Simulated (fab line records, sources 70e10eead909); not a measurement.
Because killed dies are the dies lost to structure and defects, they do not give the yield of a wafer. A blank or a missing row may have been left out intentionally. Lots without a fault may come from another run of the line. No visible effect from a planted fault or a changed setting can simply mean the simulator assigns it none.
Code-filled problem report in 8D (eight disciplines) form    flow nand harc    the parts of the form that need people (team, actions taken, sign-off) are left out

1. THE PROBLEM
Wafers without a fault read 201.0 W, standard deviation 1.2; heater power total W at NHARC_P_BONDPAD_SOFTBAKE_04 reads a mean of 190.1 W on 6 wafers belonging to 2 lots. Relative to the usual mean, that is a shift of -9.1 standard deviations.
The step: time 70 s.
The first sign was on wafer L506.1 at day 14 02:00, on litho track-03. Wafers with a number at this step in the record: 42, from 14 lots. By rule, "out" or "out of limits" means more than 4 standard deviations away from the usual mean. All remaining wafers that have a number are taken as sound.

2. WHAT IT IS, AND WHAT IT ISN'T
question                     is                      is not
which readings at this step  heater power total W    -
which lots                   L506, L507              L488, L489, L490, L491, L492, L493, L494, L495, L496, L497, L510, L511
which wafers of those lots   all that have a number  -
read on which tools          litho track-03          litho track-02, litho track-05
when                         from day 14 02:00       up to then (30 sound wafers); but 6 sound wafers of L510, L511 came after

3. THE SUSPECTS, EACH WITH WHAT RULES IT OUT
Counting: a tool stays on the suspect list if, at a process step up to the reading, it processed all lots that are out and no sound lot following the first of them.
- litho track-03 at NHARC_P_BONDPAD_SOFTBAKE_04 (time 70 s): kept. Every lot that is out went through it, starting with L506 (day 14 02:00), and after that it ran no sound lot; the last sound lot it ran before then is L497 (day 10 11:00). Its own readings are out on those wafers: heater power total W.
Remaining after the count: litho track-03 at NHARC_P_BONDPAD_SOFTBAKE_04.

4. THE CAUSE (what the simulator had put in)
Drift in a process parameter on litho track-03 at NHARC_P_BONDPAD_SOFTBAKE_04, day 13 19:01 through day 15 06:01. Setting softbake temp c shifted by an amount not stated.
Only this tool survived the counting.

5. THE EFFECT CHAIN, in route order
Each row: a reading whose mean over the struck wafers that have a number lies more than 3 standard deviations from the usual. Only readings whose record carries a usual standard deviation are examined. hours: median over the lots of the time between each lot's start at the first step of this table that gives one and its start at this step. sigmas: the change, counted in usual standard deviations.
hours  step                         reading               usual    on struck wafers  change  sigmas
0      NHARC_P_BONDPAD_SOFTBAKE_04  heater power total W  201.0 W  190.1             -10.9   -9.1
The process steps in it:
- NHARC_P_BONDPAD_SOFTBAKE_04: time 70 s.
Later steps that measure or inspect, where all struck wafers having a row at the step show a number for every such reading and not one has moved that far: NHARC_P_BONDPAD_CD_MEAS_09, NHARC_END_SORT_01.

6. WHAT WOULD HAVE CAUGHT IT SOONER
In this record no reading fell out of limits until day 14 02:00, 7 hours after the fault had begun at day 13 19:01.
